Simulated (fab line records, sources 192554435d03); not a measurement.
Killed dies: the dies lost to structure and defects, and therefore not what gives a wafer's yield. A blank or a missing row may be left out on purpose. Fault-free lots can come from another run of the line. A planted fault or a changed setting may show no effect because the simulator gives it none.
Chamber matching + flow n5 finfet + N5_BEOL_M7_STRIP_36 on rie diel-01 has 4 sister chambers
The step strips in N2/H2. 4 wafers are shown with their chamber, then 7 later ones without.

== EACH WAFER AND ITS CHAMBER ==
| wafer  | chamber | showerhead plenum p Torr (Torr) |
|--------|---------|---------------------------------|
| L080.1 | 0       | 2.53                            |
| L088.4 | 2       | 2.54                            |
| L090.1 | 3       | 2.42                            |
| L090.3 | 1       | 2.61                            |

== WAFERS WITHOUT THEIR CHAMBER ==
| wafer  | showerhead plenum p Torr (Torr) |
|--------|---------------------------------|
| L090.5 | 2.61                            |
| L091.3 | 2.61                            |
| L091.5 | 2.54                            |
| L091.6 | 2.52                            |
| L097.1 | 2.42                            |
| L097.3 | 2.52                            |
| L097.6 | 2.53                            |

== WHICH CHAMBER EACH ONE RAN IN ==
| wafer  | from the rows above     | in truth |
|--------|-------------------------|----------|
| L090.5 | 1                       | 1        |
| L091.3 | 1                       | 1        |
| L091.5 | can't be placed: 2 or 0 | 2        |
| L091.6 | can't be placed: 0 or 2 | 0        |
| L097.1 | 3                       | 3        |
| L097.3 | can't be placed: 0 or 2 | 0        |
| L097.6 | can't be placed: 0 or 2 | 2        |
Correct placement for 3 of the 7. From these rows, 4 cannot be placed; in 4 the true chamber is one of the candidates. Number placed wrongly: 0.
How it was worked out, from the rows above alone: a wafer's distance from a chamber is the root of the sum, over the readings, of the square of ((its reading less the chamber's mean) divided by the reading's scatter). If the next closest chamber is less than 2 further off than the closest, the wafer can't be placed; otherwise it belongs to the closest. A chamber's mean is the mean of its shown wafers. The scatter: root of mean squared gap, hidden wafer to nearest shown wafer, with one shown wafer a chamber.
